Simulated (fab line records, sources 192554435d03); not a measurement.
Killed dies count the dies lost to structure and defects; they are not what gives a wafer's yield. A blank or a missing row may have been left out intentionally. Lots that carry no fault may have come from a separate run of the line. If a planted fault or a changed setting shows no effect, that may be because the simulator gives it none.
Split-lot trial -- flow n5Finfet -- 7 lots, 39 wafers read, on a route of 1938 steps

== ABOUT THE SPLIT ==
At N5_ZERO_LAYER_DEVELOP_10 (develop time 60 s), the setting developTimeS was moved away from the recipe's 60 s on 18 of the 39 wafers read, by -53.8% to +52.2%. The other wafers ran this setting at the recipe's value.

== BETWEEN THE SPLIT AND THE READING: the file shows 1 step in between ==
- N5_ZERO_LAYER_HARDBAKE_23: time 120 s

== THE READING ==
cdNm (nm) at N5_ZERO_LAYER_CD_MEAS_11, where the cd target is 2000 nm. Typical for fault-free wafers on this fab line: 2000.5 nm, with standard deviation 2.3 nm.

wafer,"tool, chamber at the split","developTimeS as run, s",against the recipe,"cdNm, nm",against lot-mates on the recipe
L077.1,"lithoTrack-02, 0",42.62,-29.0%,1994.1,-9.0
L077.2,"lithoTrack-02, 0",42.62,-29.0%,1995.7,-7.4
L077.3,"lithoTrack-02, 0",60,recipe,2001.3,-
L077.4,"lithoTrack-02, 0",42.62,-29.0%,1997.3,-5.8
L077.5,"lithoTrack-02, 0",60,recipe,2006.2,-
L077.6,"lithoTrack-02, 0",60,recipe,2001.8,-
L082.1,"lithoTrack-02, 0",60,recipe,1999.9,-
L082.2,"lithoTrack-02, 0",60,recipe,2002.8,-
L082.4,"lithoTrack-02, 0",60,recipe,2000.7,-
L083.1,"lithoTrack-05, 0",91.29,+52.2%,2005.5,+6.4
L083.2,"lithoTrack-05, 0",91.29,+52.2%,2010.8,+11.7
L083.3,"lithoTrack-05, 0",60,recipe,1996.6,-
L083.4,"lithoTrack-05, 0",60,recipe,2001.5,-
L083.5,"lithoTrack-05, 0",91.29,+52.2%,2006.4,+7.3
L083.6,"lithoTrack-05, 0",60,recipe,1999.2,-
L086.1,"lithoTrack-02, 0",30.44,-49.3%,1985.0,-18.4
L086.2,"lithoTrack-02, 0",30.44,-49.3%,1988.8,-14.6
L086.3,"lithoTrack-02, 0",60,recipe,2001.4,-
L086.4,"lithoTrack-02, 0",60,recipe,2004.4,-
L086.5,"lithoTrack-02, 0",60,recipe,2004.4,-
L086.6,"lithoTrack-02, 0",30.44,-49.3%,1986.3,-17.1
L091.1,"lithoTrack-01, 0",60,recipe,1998.4,-
L091.2,"lithoTrack-01, 0",27.74,-53.8%,1979.3,-20.4
L091.3,"lithoTrack-01, 0",27.74,-53.8%,1983.3,-16.4
L091.4,"lithoTrack-01, 0",60,recipe,2000.2,-
L091.5,"lithoTrack-01, 0",60,recipe,2000.5,-
L091.6,"lithoTrack-01, 0",27.74,-53.8%,1981.3,-18.4
L093.1,"lithoTrack-02, 0",60,recipe,2000.9,-
L093.2,"lithoTrack-02, 0",70.16,+16.9%,2004.9,+3.7
L093.3,"lithoTrack-02, 0",60,recipe,2002.8,-
L093.4,"lithoTrack-02, 0",70.16,+16.9%,2003.5,+2.3
L093.5,"lithoTrack-02, 0",60,recipe,1999.8,-
L093.6,"lithoTrack-02, 0",70.16,+16.9%,2004.4,+3.2
L095.1,"lithoTrack-02, 0",36.94,-38.4%,1991.5,-10.6
L095.2,"lithoTrack-02, 0",36.94,-38.4%,1991.7,-10.4
L095.3,"lithoTrack-02, 0",60,recipe,2003.0,-
L095.4,"lithoTrack-02, 0",60,recipe,2001.2,-
L095.5,"lithoTrack-02, 0",60,recipe,2002.1,-
L095.6,"lithoTrack-02, 0",36.94,-38.4%,1994.1,-8.0

FIT RESULTS
A straight line over all 39 wafers: cdNm changes by +0.24 nm for each +1% of developTimeS; r = +0.90; the points scatter about the line by 3.2 nm.
The same after taking each lot's own level away (the mean of its wafers on the recipe; 39 wafers): +0.261 nm for each +1%; r = +0.95; scatter 2.5 nm.
According to that fit, moving developTimeS by its largest amount changes the reading by 14 nm.
The lots' own levels span 1999.10 to 2003.40 nm, that is 1.9 times the standard deviation above.
So the lot-to-lot level changes the slope little: the two slopes agree.
Check: with one of the wafers moved furthest among these (-53.8%) left out of the fit, the line predicts -14.6 nm for it against its lot-mates. Against them it came out at -20.4 nm.

== THE WHOLE CHAIN: every reading that the file lists as answering this split, in the file's order ==
step,what it does,reading,change (the file's fit),r (the file's)
N5_ZERO_LAYER_CD_MEAS_11,target cd 2000 nm,cdNm,+0.272 nm for each +1% of the setting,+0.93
N5_ZERO_LAYER_DESCUM_16,"chemistry O2, time 7.9 s","ZERO_LAYER.cdNm (the simulator's own value, which no gauge read)",+0.273 nm for each +1% of the setting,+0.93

== THE FILE'S OWN FIT ==
cdNm changes by +0.272 nm for each +1% of developTimeS, r = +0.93.
